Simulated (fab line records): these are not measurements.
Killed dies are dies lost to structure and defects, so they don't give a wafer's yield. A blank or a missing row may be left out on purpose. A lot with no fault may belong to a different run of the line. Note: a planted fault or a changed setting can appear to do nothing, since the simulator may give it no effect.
fab line records | flow nand-harc
record lots=12 | wafers=36 | last-day=25
route steps=1159 shown A_M0@1014 A_M1@1048 A_BONDPAD@1080 END@1159
lots with no fault: from the same line, run without faults
start-h: start of the lot's first displayed wafer, in hours after the record's first day | wait-h: how many hours have passed since the lot's step before this one | " identical to the entry in the row above | L1.1+2: a single row standing in for several wafers | - no value, or no start was given | * or withheld: withheld | < > ~ a bound
route shown NAME@n: a module of which the file shows steps, and the number in the route of the first | usual: the fault-free wafers' mean and standard deviation | same: alike in all rows | chamber/n: place in a boat | sites: each site's reading | _std_site: their standard deviation | _edge_site: the outer-site mean with the inner-site mean subtracted | radius-mm: how far each site lies from the wafer's centre | mask NAME#n: copy n | behind: tool/chamber where the wafer was last shaped | hold: why the lot was held/for how many hours/how that ended | device: the transistor (n, p or np) that didn't switch | end of line: the tests these same wafers got at the end of their route | a step with no rows: only its recipe | killed: dies lost to structure and defects at the first sort, not the wafer's yield | map: per-die view of a wafer (x killed, . not killed, _ where there is no die)
set.NAME: the setting that was run; set.NAME@STEP: the one run at that earlier step | model.NAME: the simulator's own value behind a step, which no gauge read
steps of the route over a sample of lots; a table a step, a row a wafer
services: from which hour (start-h, from the record's first day; less than 0 if before it) a tool's chamber was out of use, for how many hours, and why
## steps
# step NHARC_A_M0_PRE_CLEAN_29
# recipe time-s=30 | temp-c=280 | gas=H2/He
# usual heater-power-w=421/60
lot.wafer | tool           | chamber | start-h | wait-h | heater-power-w
L468.4    | pvd-sputter-02 | -       | -       | -      | 395
L468.5    | "              | -       | "       | "      | 509
L468.6    | "              | -       | "       | "      | 432
L472.2    | pvd-sputter-01 | -       | -       | -      | 370
L472.5    | "              | -       | "       | "      | 430
L472.6    | "              | -       | "       | "      | 378
L469.3    | pvd-sputter-03 | -       | -       | -      | 400
L469.6    | "              | -       | "       | "      | 360
L469.5    | "              | -       | "       | "      | 403
L473.1    | pvd-sputter-02 | -       | -       | -      | 389
L473.2    | "              | -       | "       | "      | 390
L473.6    | "              | -       | "       | "      | 514
L474.2    | pvd-sputter-02 | -       | -       | -      | 517
L474.1    | "              | -       | "       | "      | 380
L474.3    | "              | -       | "       | "      | 381
L478.4    | pvd-sputter-02 | -       | -       | -      | 514
L478.1    | "              | -       | "       | "      | 425
L478.5    | "              | -       | "       | "      | 518
L485.4    | pvd-sputter-03 | -       | -       | -      | 354
L485.2    | "              | -       | "       | "      | 369
L485.6    | "              | -       | "       | "      | 486
L486.3    | pvd-sputter-02 | -       | -       | -      | 372
L486.2    | "              | -       | "       | "      | 519
L486.6    | "              | -       | "       | "      | 508
L483.3    | pvd-sputter-02 | -       | -       | -      | 521
L483.1    | "              | -       | "       | "      | 428
L483.6    | "              | -       | "       | "      | 506
L488.1    | pvd-sputter-02 | -       | -       | -      | 441
L488.4    | "              | -       | "       | "      | 387
L488.6    | "              | -       | "       | "      | 441
L491.1    | pvd-sputter-03 | -       | -       | -      | 365
L491.2    | "              | -       | "       | "      | 474
L491.6    | "              | -       | "       | "      | 485
L490.3    | pvd-sputter-01 | -       | -       | -      | 356
L490.2    | "              | -       | "       | "      | 414
L490.5    | "              | -       | "       | "      | 354
# step NHARC_A_M0_PVD_21
# recipe target-thk-a=300 | chamber-pressure-pa=5 | power-w=5000 | substrate-temp-c=30 | time-s=20.49 | material=Cu
# usual throttle-valve-pct=29.7/0.87
lot.wafer | tool           | chamber | start-h | wait-h | throttle-valve-pct
L468.4    | pvd-sputter-02 | -       | -       | -      | 29.8
L468.6    | "              | -       | "       | "      | 29.5
L468.5    | "              | -       | "       | "      | 28.8
L472.2    | pvd-sputter-01 | -       | -       | -      | 28.7
L472.5    | "              | -       | "       | "      | 30.2
L472.6    | "              | -       | "       | "      | 28.7
L469.3    | pvd-sputter-03 | -       | -       | -      | 29.5
L469.6    | "              | -       | "       | "      | 31.7
L469.5    | "              | -       | "       | "      | 29.7
L473.2    | pvd-sputter-02 | -       | -       | -      | 29.0
L473.1    | "              | -       | "       | "      | 28.9
L473.6    | "              | -       | "       | "      | 29.7
L474.3    | pvd-sputter-02 | -       | -       | -      | 30.8
L474.1    | "              | -       | "       | "      | 29.7
L474.2    | "              | -       | "       | "      | 29.3
L478.4    | pvd-sputter-02 | -       | -       | -      | 29.9
L478.1    | "              | -       | "       | "      | 29.4
L478.5    | "              | -       | "       | "      | 29.7
L485.4    | pvd-sputter-03 | -       | -       | -      | 30.9
L485.2    | "              | -       | "       | "      | 28.1
L485.6    | "              | -       | "       | "      | 31.1
L486.2    | pvd-sputter-02 | -       | -       | -      | 29.7
L486.3    | "              | -       | "       | "      | 29.2
L486.6    | "              | -       | "       | "      | 29.8
L483.3    | pvd-sputter-02 | -       | -       | -      | 29.3
L483.1    | "              | -       | "       | "      | 29.5
L483.6    | "              | -       | "       | "      | 28.9
L488.4    | pvd-sputter-02 | -       | -       | -      | 29.9
L488.1    | "              | -       | "       | "      | 28.7
L488.6    | "              | -       | "       | "      | 29.2
L491.2    | pvd-sputter-03 | -       | -       | -      | 30.9
L491.1    | "              | -       | "       | "      | 28.0
L491.6    | "              | -       | "       | "      | 29.1
L490.3    | pvd-sputter-01 | -       | -       | -      | 29.9
L490.2    | "              | -       | "       | "      | 30.9
L490.5    | "              | -       | "       | "      | 29.8
# step NHARC_A_M1_PVD_20
# recipe target-thk-a=50 | bias-v=168.6 | power-w=15000 | chamber-pressure-pa=0.12 | time-s=8.06 | substrate-temp-c=50 | material=TaN
# usual throttle-valve-pct=29.6/0.92
lot.wafer | tool           | chamber | start-h | wait-h | throttle-valve-pct
L468.4    | pvd-sputter-02 | -       | -       | -      | 29.7
L468.6    | "              | -       | "       | "      | 28.8
L468.5    | "              | -       | "       | "      | 30.8
L472.2    | pvd-sputter-02 | -       | -       | -      | 29.3
L472.5    | "              | -       | "       | "      | 29.3
L472.6    | "              | -       | "       | "      | 28.8
L469.3    | pvd-sputter-01 | -       | -       | -      | 30.1
L469.6    | "              | -       | "       | "      | 30.3
L469.5    | "              | -       | "       | "      | 28.6
L473.2    | pvd-sputter-03 | -       | -       | -      | 29.8
L473.1    | "              | -       | "       | "      | 28.8
L473.6    | "              | -       | "       | "      | 31.8
L474.3    | pvd-sputter-02 | -       | -       | -      | 30.9
L474.2    | "              | -       | "       | "      | 29.7
L474.1    | "              | -       | "       | "      | 28.7
L478.4    | pvd-sputter-01 | -       | -       | -      | 30.7
L478.1    | "              | -       | "       | "      | 30.2
L478.5    | "              | -       | "       | "      | 30.1
L485.2    | pvd-sputter-03 | -       | -       | -      | 28.0
L485.4    | "              | -       | "       | "      | 31.0
L485.6    | "              | -       | "       | "      | 28.9
L486.3    | pvd-sputter-01 | -       | -       | -      | 30.8
L486.2    | "              | -       | "       | "      | 28.2
L486.6    | "              | -       | "       | "      | 29.8
L483.1    | pvd-sputter-01 | -       | -       | -      | 29.8
L483.3    | "              | -       | "       | "      | 28.3
L483.6    | "              | -       | "       | "      | 30.6
L488.4    | pvd-sputter-03 | -       | -       | -      | 28.9
L488.1    | "              | -       | "       | "      | 30.8
L488.6    | "              | -       | "       | "      | 29.1
L491.2    | pvd-sputter-02 | -       | -       | -      | 31.1
L491.1    | "              | -       | "       | "      | 29.3
L491.6    | "              | -       | "       | "      | 30.7
L490.3    | pvd-sputter-03 | -       | -       | -      | 27.8
L490.2    | "              | -       | "       | "      | 30.9
L490.5    | "              | -       | "       | "      | 27.7
# step NHARC_A_BONDPAD_ETCH_24
# recipe target-depth-a=300 | over-etch-frac=0.3 | time-s=72.99 | ion-energy-ev=150 | cf4-flow-sccm=50 | n2-flow-sccm=100 | ar-flow-sccm=150 | rf-w=300 | bias-w=100 | chemistry=CF4/N2
# usual drypump-motor-current-A=5.6/0.5 | oes-product-au=0.999/0.008 | rf-vpp-V=314.0/1.7 | showerhead-plenum-p-Torr=2.62/0.088 | throttle-valve-pct=19.795/0.0083
lot.wafer | tool        | chamber | start-h | wait-h | drypump-motor-current-A | oes-product-au | rf-hours-counter-h | rf-vpp-V | showerhead-plenum-p-Torr | throttle-valve-pct
L468.4    | rie-diel-06 | 1       | 416.37  | -      | 5.8                     | 1.004          | 6                  | 312.3    | 2.49                     | 19.784
L468.6    | "           | 1       | "       | "      | 5.8                     | 1.010          | -                  | 311.6    | 2.49                     | 19.798
L468.5    | "           | 2       | "       | "      | 6.3                     | 1.003          | -                  | 313.0    | 2.60                     | 19.793
L472.2    | rie-diel-06 | 0       | 417.91  | -      | 4.8                     | 1.012          | 6                  | 316.1    | 2.64                     | 19.791
L472.6    | "           | 0       | "       | "      | 4.8                     | 1.004          | -                  | 313.4    | 2.64                     | 19.789
L472.5    | "           | 1       | "       | "      | 5.8                     | 1.001          | -                  | 312.5    | 2.49                     | 19.786
L469.3    | rie-diel-04 | 3       | 418.49  | -      | 6.2                     | 1.007          | 50                 | 315.0    | 2.63                     | 19.802
L469.5    | "           | 3       | "       | "      | 6.2                     | 1.010          | -                  | 313.0    | 2.63                     | 19.799
L469.6    | "           | 0       | "       | "      | 6.0                     | 1.012          | -                  | 314.7    | 2.66                     | 19.802
L473.1    | rie-diel-03 | 1       | 438.88  | -      | 5.5                     | 0.997          | 5                  | 316.8    | 2.79                     | 19.798
L473.2    | "           | 2       | "       | "      | 5.4                     | 0.986          | 7                  | 315.5    | 2.71                     | 19.797
L473.6    | "           | 2       | "       | "      | 5.4                     | 0.994          | -                  | 313.8    | 2.71                     | 19.804
L474.1    | rie-diel-04 | 2       | 451.63  | 0.1    | 5.6                     | 1.001          | 64                 | 311.5    | 2.54                     | 19.793
L474.2    | "           | 3       | "       | "      | 6.2                     | 1.004          | 62                 | 312.6    | 2.62                     | 19.787
L474.3    | "           | 0       | "       | "      | 5.9                     | 1.009          | 62                 | 315.6    | 2.66                     | 19.791
L478.1    | rie-diel-06 | 0       | 473.04  | -      | 4.8                     | 0.991          | 1                  | 313.3    | 2.64                     | 19.799
L478.4    | "           | 2       | "       | "      | 6.3                     | 0.997          | 1                  | 314.7    | 2.60                     | 19.790
L478.5    | "           | 3       | "       | "      | 5.3                     | 1.000          | -                  | 315.0    | 2.66                     | 19.793
L485.4    | rie-diel-03 | 0       | 522.66  | -      | 5.4                     | 0.991          | 24                 | 312.7    | 2.47                     | 19.794
L485.2    | "           | 1       | "       | "      | 5.5                     | 1.009          | 20                 | 315.2    | 2.78                     | 19.803
L485.6    | "           | 0       | "       | "      | 5.4                     | 0.988          | -                  | 311.4    | 2.47                     | 19.802
L486.2    | rie-diel-03 | 3       | 534.40  | -      | 6.4                     | 0.999          | 24                 | 315.3    | 2.70                     | 19.793
L486.3    | "           | 1       | "       | "      | 5.5                     | 0.998          | 21                 | 317.7    | 2.78                     | 19.806
L486.6    | "           | 0       | "       | "      | 5.4                     | 1.001          | -                  | 311.6    | 2.46                     | 19.800
L483.1    | rie-diel-03 | 1       | 534.78  | -      | 5.5                     | 1.004          | 21                 | 318.2    | 2.78                     | 19.789
L483.3    | "           | 0       | "       | "      | 5.4                     | 0.989          | 26                 | 312.1    | 2.47                     | 19.796
L483.6    | "           | 1       | "       | "      | 5.6                     | 1.013          | -                  | 314.8    | 2.78                     | 19.803
L488.1    | rie-diel-06 | 2       | 537.55  | -      | 6.3                     | 1.016          | 4                  | 314.8    | 2.60                     | 19.795
L488.4    | "           | 3       | "       | "      | 5.4                     | 1.017          | 4                  | 314.5    | 2.66                     | 19.789
L488.6    | "           | 1       | "       | "      | 5.8                     | 0.995          | -                  | 312.1    | 2.48                     | 19.785
L491.2    | rie-diel-04 | 2       | 542.76  | -      | 5.6                     | 0.991          | 29                 | 313.4    | 2.52                     | 19.804
L491.1    | "           | 3       | "       | "      | 6.2                     | 0.993          | 30                 | 313.7    | 2.61                     | 19.783
L491.6    | "           | 2       | "       | "      | 5.6                     | 0.998          | -                  | 311.9    | 2.52                     | 19.798
L490.2    | rie-diel-06 | 1       | 543.08  | -      | 5.8                     | 1.000          | 4                  | 311.3    | 2.49                     | 19.799
L490.3    | "           | 3       | "       | "      | 5.4                     | 1.013          | 4                  | 314.6    | 2.66                     | 19.800
L490.5    | "           | 2       | "       | "      | 6.2                     | 1.005          | -                  | 314.1    | 2.60                     | 19.795
# step NHARC_END_SORT_01
# recipe temp-c=25
# usual defect-limited-yield=95.7/1.5 | killed-at-array=25/9.8 | killed-at-other=0.8/1.1 | killed-at-periphery=3.3/2.1 | killed-dies=29/10 | killed-open=3.3/1.8 | killed-short=1.9/1.4 | sort_bin_2_pct=1.3/0.6 | sort_bin_3_pct=0.25/0.23 | sort_bin_4_pct=2.8/0.97 | sort-n-pass=648/10 | sort-rim-yield-pct=95/3.2 | sort-yield-pct=95.7/1.5
# same gross-dies=677 | sort_bin_5_pct[%]=0 | sort_bin_6_pct[%]=0 | sort_bin_7_pct[%]=0 | sort_bin_8_pct[%]=0 | sort-rim-n-gross=106.00
lot.wafer | tool      | chamber | start-h | wait-h | defect-limited-yield[%] | killed-at-array | killed-at-other | killed-at-periphery | killed-dies | killed-open | killed-short | sort_bin_2_pct[%] | sort_bin_3_pct[%] | sort_bin_4_pct[%] | sort-n-pass | sort-rim-yield-pct[%] | sort-yield-pct[%]
L478.1    | prober-02 | 0       | 502.06  | 2.5    | 81.5                    | 123             | 0               | 2                   | 125         | 5           | 4            | 8.6               | 5.61              | 4.3               | 552         | 89                    | 81.5
L478.4    | prober-02 | 0       | 504.45  | 3.4    | 97.2                    | 17              | 1               | 1                   | 19          | 3           | 2            | 0.9               | 0                 | 1.9               | 658         | 94                    | 97.2
L478.5    | prober-02 | 0       | 505.25  | 3.7    | 96.8                    | 19              | 1               | 2                   | 22          | 3           | 3            | 0.9               | 0.44              | 1.9               | 655         | 94                    | 96.8
# killed by level:class
L478.1 A_BONDPAD:unspecified=102 A_CHANNEL_HOLE_D1:chamber-film-flake=5 A_WL_FILL:geometric-particle:short=3 A_SGD_CUT:geometric-particle:open=2 P_CONTACT:chamber-film-flake=2 A_STAIRCASE:chamber-film-flake=2 A_SGD_CUT:chamber-film-flake=2 A_CONTACT:chamber-film-flake=2
L478.4 A_CHANNEL_HOLE_D1:chamber-film-flake=3 A_SGD_CUT:chamber-film-flake=3 A_CONTACT:chamber-film-flake=3 A_STAIRCASE:chamber-film-flake=2 A_CHANNEL_FILL_D1:geometric-particle:open=1 A_WL_FILL:geometric-particle:short=1 A_CONTACT:geometric-particle:open=1 A_M0:geometric-particle:open=1
L478.5 A_CHANNEL_HOLE_D1:chamber-film-flake=9 A_SGD_CUT:chamber-film-flake=3 A_CHANNEL_FILL_D1:geometric-particle:short=2 P_M0:geometric-particle:open=1 A_WL_FILL:geometric-particle:open=1 A_CONTACT:geometric-particle:open=1 A_M0:geometric-particle:short=1 P_GATE:chamber-film-flake=1
## services
tool           | chamber | start-h | hours | kind
pvd-sputter-02 | -       | 392.06  | 10.0  | pm
rie-diel-06    | 0       | 397.20  | -     | clean
rie-diel-06    | 1       | 397.20  | -     | clean
rie-diel-06    | 2       | 397.20  | -     | clean
rie-diel-06    | 3       | 397.20  | -     | clean
rie-diel-03    | 1       | 413.39  | 7.9   | repair
rie-diel-06    | -       | 418.20  | 9.0   | pm
rie-diel-06    | 0       | 418.20  | 9.0   | vent-cycle
rie-diel-06    | 1       | 418.20  | 9.0   | vent-cycle
rie-diel-06    | 2       | 418.20  | 9.0   | vent-cycle
rie-diel-06    | 3       | 418.20  | 9.0   | vent-cycle
pvd-sputter-01 | -       | 423.68  | 14.6  | repair
rie-diel-06    | 0       | 427.20  | -     | clean
rie-diel-06    | 1       | 427.20  | -     | clean
rie-diel-06    | 2       | 427.20  | -     | clean
rie-diel-06    | 3       | 427.20  | -     | clean
rie-diel-06    | 0       | 451.70  | -     | clean
rie-diel-06    | 1       | 451.70  | -     | clean
pvd-sputter-01 | -       | 452.56  | 1.1   | repair
pvd-sputter-03 | -       | 456.19  | 2.4   | repair
rie-diel-04    | -       | 466.06  | 9.0   | pm
pvd-sputter-03 | -       | 487.68  | 5.5   | repair
rie-diel-04    | -       | 491.98  | 0.2   | repair
pvd-sputter-01 | -       | 518.03  | 10.0  | pm
## key
first-sign step=NHARC_END_SORT_01 | reading=killed-at-array | direction=up | sigmas=10 | usual=25 | struck=123
effect step=NHARC_END_SORT_01 | reading=defect-limited-yield | direction=down | sigmas=9.2 | usual=95.7 | struck=81.5
more-kills-born-at NHARC_A_BONDPAD_ETCH_24@rie-diel-06=102
met-at NHARC_A_BONDPAD_ETCH_24
struck-lots L478
struck-wafers L478.1
not-acting-at NHARC_A_M0_PRE_CLEAN_29,NHARC_A_M0_PVD_21,NHARC_A_M1_PVD_20
onset-between 417.91 473.04
fault kind=chamber-particle-source | tool=rie-diel-06 | chamber=0 | onset-h=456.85 | steps=NHARC_A_BONDPAD_ETCH_24 | rate-per-visit-cm2=1.8623 | end-h=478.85
